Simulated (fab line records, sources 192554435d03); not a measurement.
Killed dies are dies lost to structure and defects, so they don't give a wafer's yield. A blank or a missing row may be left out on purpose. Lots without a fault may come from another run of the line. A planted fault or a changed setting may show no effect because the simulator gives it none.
Which tool did it? | flow n5_finfet | 9 lots, 26 wafers sampled, at 5 steps of a route of 1938

WHAT THE GAUGES READ, wafer by wafer
N5_SD_EPI_P_CD_MEAS_09: target cd 240 nm. Usual: cd_nm 240.0 nm, standard deviation 0.84.
lot  | measured    | on        | cd_nm (nm)        | flag
L750 | day 3 20:37 | cd_sem-01 | 240.2 240.0 241.3 |
L752 | day 4 04:49 | cd_sem-03 | 240.4 239.9 239.6 |
L755 | day 5 01:23 | cd_sem-02 | 240.8 241.2 240.1 |
L763 | day 6 22:08 | cd_sem-03 | 240.7 238.8 240.4 |
L764 | day 7 05:05 | cd_sem-03 | 240.0 241.8 239.9 |
L768 | day 8 05:08 | cd_sem-02 | 240.4 240.3       |
L769 | day 8 13:27 | cd_sem-03 | 239.0 239.4 240.2 |
L770 | day 8 19:42 | cd_sem-02 | 240.2 240.8 240.5 |
L771 | day 9 02:54 | cd_sem-02 | 239.8 240.8 241.4 |

N5_BEOL_M4_RC_MEAS_101. Usual: DIBL_N 35.9 mV/V, standard deviation 1.7; DIBL_P 35.8 mV/V, standard deviation 2.2; IOFF_N 0.15 nA/um, standard deviation 0.03; IOFF_N_85C 3.0 nA/um, standard deviation 0.5; IOFF_N_LIN 0.072 nA/um, standard deviation 0.012; IOFF_N_LONG 5.53e-05 nA/um, standard deviation 2.1e-06; IOFF_P 0.21 nA/um, standard deviation 0.036; IOFF_P_85C 3.6 nA/um, standard deviation 0.52; IOFF_P_LIN 0.098 nA/um, standard deviation 0.013; ION_N 674 uA/um, standard deviation 12; ION_P 463 uA/um, standard deviation 7.2; REXT_N 75.6 ohm.um, standard deviation 1.8; REXT_P 100.0 ohm.um, standard deviation 2.4; SS_N 71.3 mV/dec, standard deviation 0.59; SS_P 73.1 mV/dec, standard deviation 0.69; VT_N 250 mV, standard deviation 3; VT_N_LVT 98 mV, standard deviation 3.3; VT_P -251 mV, standard deviation 3.2; VT_P_LVT -99.0 mV, standard deviation 2.9.
lot  | measured     | on        | DIBL_N (mV/V)  | DIBL_P (mV/V)  | IOFF_N (nA/um) | IOFF_N_85C (nA/um) | IOFF_N_LIN (nA/um) | IOFF_N_LONG (nA/um)        | IOFF_P (nA/um) | IOFF_P_85C (nA/um) | IOFF_P_LIN (nA/um) | ION_N (uA/um) | ION_P (uA/um) | REXT_N (ohm.um) | REXT_P (ohm.um)   | SS_N (mV/dec)  | SS_P (mV/dec)  | VT_N (mV)   | VT_N_LVT (mV) | VT_P (mV)      | VT_P_LVT (mV)        | flag
L750 | day 8 09:34  | prober-01 | 34.2 33.6 34.9 | 33.4 33.0 34.2 | 0.13 0.12 0.14 | 2.6 2.4 2.8        | 0.063 0.059 0.067  | 5.76e-05 5.61e-05 5.78e-05 | 0.20 0.19 0.20 | 3.4 3.3 3.5        | 0.096 0.095 0.097  | 674 658 668   | 468 462 462   | 75.9 75.8 75.0  | 99.2 97.8 100.4   | 71.0 71.3 71.7 | 72.0 72.1 73.0 | 249 254 252 | 100 102 99    | -251 -250 -249 | -96.9 -97.7 -97.2    |
L752 | day 8 18:11  | prober-01 | 57.1 58.6 57.5 | 42.4 41.9 41.5 | 1.10 1.26 1.21 | 15.7 17.8 17.2     | 0.336 0.347 0.342  | 6.73e-05 6.83e-05 6.86e-05 | 0.40 0.40 0.39 | 6.3 6.2 6.2        | 0.162 0.161 0.160  | 785 788 792   | 495 495 498   | 61.5 61.1 60.6  | 92.3 93.0 91.7    | 75.7 77.4 76.8 | 74.7 74.9 74.7 | 221 223 220 | 66 66 66      | -239 -240 -239 | -86.6 -87.2 -85.3    | OFF
L755 | day 10 00:35 | prober-02 | 61.2 61.0 64.0 | 44.9 45.0 43.8 | 1.77 1.83 2.33 | 23.3 24.2 29.1     | 0.418 0.436 0.409  | 6.86e-05 6.85e-05 6.97e-05 | 0.46 0.47 0.41 | 7.1 7.2 6.4        | 0.183 0.183 0.166  | 806 796 790   | 498 499 486   | 59.7 60.0 59.7  | 92.6 93.3 93.8    | 78.8 78.4 82.2 | 74.9 75.5 74.3 | 216 217 218 | 64 64 66      | -240 -239 -240 | -87.0 -87.1 -89.7    | OFF
L763 | day 12 04:47 | prober-01 | 35.3 34.1 37.2 | 38.2 35.7 39.6 | 0.16 0.14 0.20 | 3.2 2.8 3.8        | 0.074 0.068 0.089  | 5.17e-05 5.36e-05 5.31e-05 | 0.22 0.18 0.25 | 3.9 3.3 4.2        | 0.101 0.091 0.110  | 668 680 685   | 457 469 466   | 77.7 77.2 76.6  | 101.2 101.3 100.4 | 71.4 71.1 72.2 | 74.3 73.4 74.7 | 250 249 245 | 100 101 96    | -250 -251 -250 | -100.7 -102.2 -98.6  |
L764 | day 12 10:49 | prober-02 | 37.9 36.4 36.6 | 38.3 35.6 38.0 | 0.17 0.15 0.17 | 3.3 2.9 3.2        | 0.076 0.067 0.076  | 5.43e-05 5.51e-05 5.52e-05 | 0.22 0.18 0.21 | 3.8 3.1 3.6        | 0.097 0.083 0.096  | 667 671 690   | 454 454 467   | 75.3 74.0 74.0  | 97.2 96.9 97.5    | 72.1 71.3 71.4 | 74.6 73.2 73.1 | 249 252 251 | 96 98 94      | -252 -254 -251 | -98.5 -100.8 -98.6   |
L768 | day 13 05:05 | prober-02 | 37.1 35.7      | 36.8 35.6      | 0.17 0.15      | 3.3 3.0            | 0.077 0.069        | 5.42e-05 5.49e-05          | 0.25 0.22      | 4.1 3.7            | 0.116 0.106        | 679 677       | 472 464       | 76.0 74.8       | 97.3 98.2         | 71.1 71.6      | 73.1 73.1      | 249 249     | 97 99         | -246 -248      | -96.1 -98.0          |
L769 | day 13 19:22 | prober-02 | 34.1 35.5 36.3 | 32.4 35.3 35.0 | 0.12 0.15 0.16 | 2.5 2.9 3.1        | 0.058 0.069 0.071  | 5.37e-05 5.4e-05 5.41e-05  | 0.18 0.21 0.19 | 3.1 3.6 3.4        | 0.086 0.098 0.093  | 653 675 675   | 456 463 461   | 72.5 72.6 72.6  | 101.5 99.1 101.0  | 71.3 71.6 71.5 | 72.6 72.9 73.0 | 251 251 249 | 101 100 99    | -252 -254 -253 | -101.1 -99.4 -100.1  |
L770 | day 13 22:01 | prober-02 | 35.8 37.6 34.1 | 36.1 38.6 33.2 | 0.15 0.19 0.12 | 3.0 3.6 2.4        | 0.072 0.086 0.057  | 5.5e-05 5.54e-05 5.57e-05  | 0.21 0.25 0.16 | 3.7 4.2 2.9        | 0.102 0.113 0.084  | 673 686 665   | 461 467 455   | 76.8 76.7 74.9  | 104.1 103.3 103.9 | 71.4 72.0 70.5 | 73.9 74.6 72.6 | 248 246 255 | 99 97 103     | -251 -249 -251 | -99.3 -97.9 -102.6   |
L771 | day 14 03:22 | prober-02 | 33.7 36.1 34.0 | 34.0 36.2 34.3 | 0.11 0.14 0.11 | 2.3 2.7 2.2        | 0.055 0.064 0.053  | 5e-05 5.08e-05 5.12e-05    | 0.16 0.18 0.15 | 2.9 3.2 2.9        | 0.079 0.087 0.077  | 667 675 658   | 464 457 457   | 77.3 77.9 79.1  | 98.2 98.6 99.0    | 70.3 71.2 70.8 | 72.1 73.5 72.1 | 256 254 255 | 104 103 105   | -255 -251 -255 | -105.9 -103.6 -105.6 |

WHICH TOOL RAN EACH LOT (tool, then ch and the chambers of the sampled wafers, then the start)
lot  | N5_SD_EPI_P_ETCH_36               | N5_SD_ACTIVATION_RTA_00         | N5_ILD0_LINER_00
L750 | rie_diel-03 ch 2,3, day 3 20:44   | rtp_anneal-02 ch 0, day 4 00:33 | ald_sin-02 ch 0,1,3, day 4 01:13
L752 | rie_diel-04 ch 0,1,3, day 4 04:59 | rtp_anneal-02 ch 0, day 4 08:44 | ald_sin-03 ch 0,3, day 4 09:28
L755 | rie_diel-06 ch 1,2,3, day 5 01:31 | rtp_anneal-02 ch 0, day 5 05:28 | ald_sin-03 ch 0,2,3, day 5 06:48
L763 | rie_diel-03 ch 0,2,3, day 6 22:15 | rtp_anneal-01 ch 0, day 7 01:58 | ald_sin-03 ch 1,2,3, day 7 02:45
L764 | rie_diel-04 ch 0,1, day 7 05:33   | rtp_anneal-01 ch 0, day 7 09:17 | ald_sin-04 ch 0,1,2, day 7 10:06
L768 | rie_diel-04 ch 1, day 8 05:15     | rtp_anneal-02 ch 0, day 8 09:17 | ald_sin-02 ch 2,3, day 8 11:35
L769 | rie_diel-06 ch 1,2,3, day 8 13:44 | rtp_anneal-02 ch 0, day 8 17:27 | ald_sin-02 ch 0,2, day 8 18:14
L770 | rie_diel-04 ch 1,2,3, day 8 20:13 | rtp_anneal-02 ch 0, day 9 00:46 | ald_sin-04 ch 1,2,3, day 9 01:32
L771 | rie_diel-04 ch 0,1,3, day 9 03:03 | rtp_anneal-01 ch 0, day 9 07:36 | ald_sin-02 ch 1,2,3, day 9 08:22
- N5_SD_EPI_P_ETCH_36: etches SiARC in CF4, target depth 45.5 nm, time 75.8 s.
- N5_SD_ACTIVATION_RTA_00: time 0 s.
- N5_ILD0_LINER_00: material SiNx, target thk 4 nm, pulse time 1 s, purge time 2 s.

WHAT THE TOOLS THEMSELVES READ (means of the sampled wafers that have a number; where no wafer has one, the mark that the record gives instead)
N5_SD_EPI_P_ETCH_36. Usual: drypump_motor_current_A 5.5 A, standard deviation 0.44; etch_rf_on_time_s 75.8 s, standard deviation 1.6; oes_product_au 0.67 a.u., standard deviation 0.073; rf_vpp_V 183.9 V, standard deviation 1.1; showerhead_plenum_p_Torr 2.12 Torr, standard deviation 0.061; throttle_valve_pct 15.71 %, standard deviation 0.27.
lot  | tool        | drypump_motor_current_A (A) | etch_rf_on_time_s (s) | oes_product_au (a.u.) | rf_vpp_V (V) | showerhead_plenum_p_Torr (Torr) | throttle_valve_pct (%) | flag
L750 | rie_diel-03 | 5.3                         | 76.8                  | 0.66                  | 185.1        | 2.18                            | 15.84                  |
L752 | rie_diel-04 | 5.5                         | 74.3                  | 0.65                  | 183.9        | 2.14                            | 15.86                  |
L755 | rie_diel-06 | 5.5                         | 76.7                  | 0.63                  | 183.7        | 2.13                            | 15.74                  |
L763 | rie_diel-03 | 5.5                         | 76.8                  | 0.64                  | 184.0        | 2.09                            | 15.82                  |
L764 | rie_diel-04 | 5.8                         | 75.8                  | 0.66                  | 183.6        | 2.11                            | 15.85                  |
L768 | rie_diel-04 | 5.5                         | 73.0                  | 0.87                  | 185.3        | 2.20                            | 15.76                  |
L769 | rie_diel-06 | 5.5                         | 75.3                  | 0.69                  | 183.1        | 2.13                            | 15.61                  |
L770 | rie_diel-04 | 5.1                         | 74.4                  | 0.74                  | 183.3        | 2.14                            | 15.65                  |
L771 | rie_diel-04 | 5.5                         | 74.0                  | 0.71                  | 184.4        | 2.13                            | 15.75                  |

N5_SD_ACTIVATION_RTA_00. Usual: lamp_power_pct 8.95 %, standard deviation 0.048; lamp_zone_1_pct 8.948 %, standard deviation 0.026; lamp_zone_2_pct 8.951 %, standard deviation 0.023; lamp_zone_3_pct 8.951 %, standard deviation 0.025; lamp_zone_4_pct 8.950 %, standard deviation 0.023; lamp_zone_5_pct 8.953 %, standard deviation 0.025; lamp_zone_6_pct 8.876 %, standard deviation 0.023; lamp_zone_7_pct 9.348 %, standard deviation 0.027; wafer_temp_C_max 974.9, standard deviation 2.
lot  | tool          | lamp_power_pct (%) | lamp_zone_1_pct (%) | lamp_zone_2_pct (%) | lamp_zone_3_pct (%) | lamp_zone_4_pct (%) | lamp_zone_5_pct (%) | lamp_zone_6_pct (%) | lamp_zone_7_pct (%) | wafer_temp_C_max | flag
L750 | rtp_anneal-02 | 8.95               | 8.923               | 8.945               | 8.965               | 8.964               | 8.931               | 8.848               | 9.363               | 977.4            |
L752 | rtp_anneal-02 | 9.57               | 9.531               | 9.523               | 9.518               | 9.506               | 9.553               | 9.472               | 9.948               | 976.4            | OFF
L755 | rtp_anneal-02 | 9.52               | 9.528               | 9.548               | 9.517               | 9.527               | 9.541               | 9.447               | 9.954               | 974.2            | OFF
L763 | rtp_anneal-01 | 8.88               | 8.940               | 8.974               | 8.958               | 8.931               | 8.938               | 8.856               | 9.315               | 974.7            |
L764 | rtp_anneal-01 | 8.96               | 8.938               | 8.935               | 8.941               | 8.966               | 8.942               | 8.880               | 9.362               | 975.9            |
L768 | rtp_anneal-02 | 9.00               | 8.949               | 8.932               | 8.951               | 8.910               | 8.944               | 8.878               | 9.339               | 972.9            |
L769 | rtp_anneal-02 | 8.98               | 8.953               | 8.948               | 8.954               | 8.942               | 8.936               | 8.865               | 9.328               | 975.7            |
L770 | rtp_anneal-02 | 8.92               | 8.942               | 8.956               | 8.945               | 8.960               | 8.942               | 8.851               | 9.357               | 974.2            |
L771 | rtp_anneal-01 | 8.95               | 8.955               | 8.971               | 8.952               | 8.937               | 8.934               | 8.896               | 9.360               | 975.7            |

N5_ILD0_LINER_00. Usual: heater_power_w 862 W, standard deviation 89; precursor_pulse_height_rel 1.004, standard deviation 0.021.
lot  | tool       | heater_power_w (W) | precursor_pulse_height_rel | flag
L750 | ald_sin-02 | 937                | 1.003                      |
L752 | ald_sin-03 | 821                | 1.005                      |
L755 | ald_sin-03 | 800                | 1.005                      |
L763 | ald_sin-03 | 868                | 0.982                      |
L764 | ald_sin-04 | 849                | 1.022                      |
L768 | ald_sin-02 | 859                | 1.000                      |
L769 | ald_sin-02 | 878                | 1.010                      |
L770 | ald_sin-04 | 794                | 1.008                      |
L771 | ald_sin-02 | 860                | 1.027                      |

THE ANSWER, worked out from the rows above alone
Rule: a lot is off if the mean of its wafers that have a number lies more than 3 standard deviations from the usual mean. A lot without any number at a reading at which 4 lots or more have one is off too. The other lots that the step has rows for count as sound. The gauges are gone through in route order, then the tools' own readings, and for those a lot's mean is taken as printed above. The first step at which some lot is off is used, and at that step the reading that is off furthest; a lot without a number counts as furthest.
Off: L752, L755, at N5_BEOL_M4_RC_MEAS_101 (IOFF_N).
A tool fits if, at a process step before that reading, it ran every lot that is off, and no sound lot after the first of them. The gauges at N5_BEOL_M4_RC_MEAS_101 aren't tried: what is off there is off at N5_SD_ACTIVATION_RTA_00 too, on other tools, and a gauge's error can't cause that. None of those tried fits.

WHAT THE SIMULATOR HAD PUT IN
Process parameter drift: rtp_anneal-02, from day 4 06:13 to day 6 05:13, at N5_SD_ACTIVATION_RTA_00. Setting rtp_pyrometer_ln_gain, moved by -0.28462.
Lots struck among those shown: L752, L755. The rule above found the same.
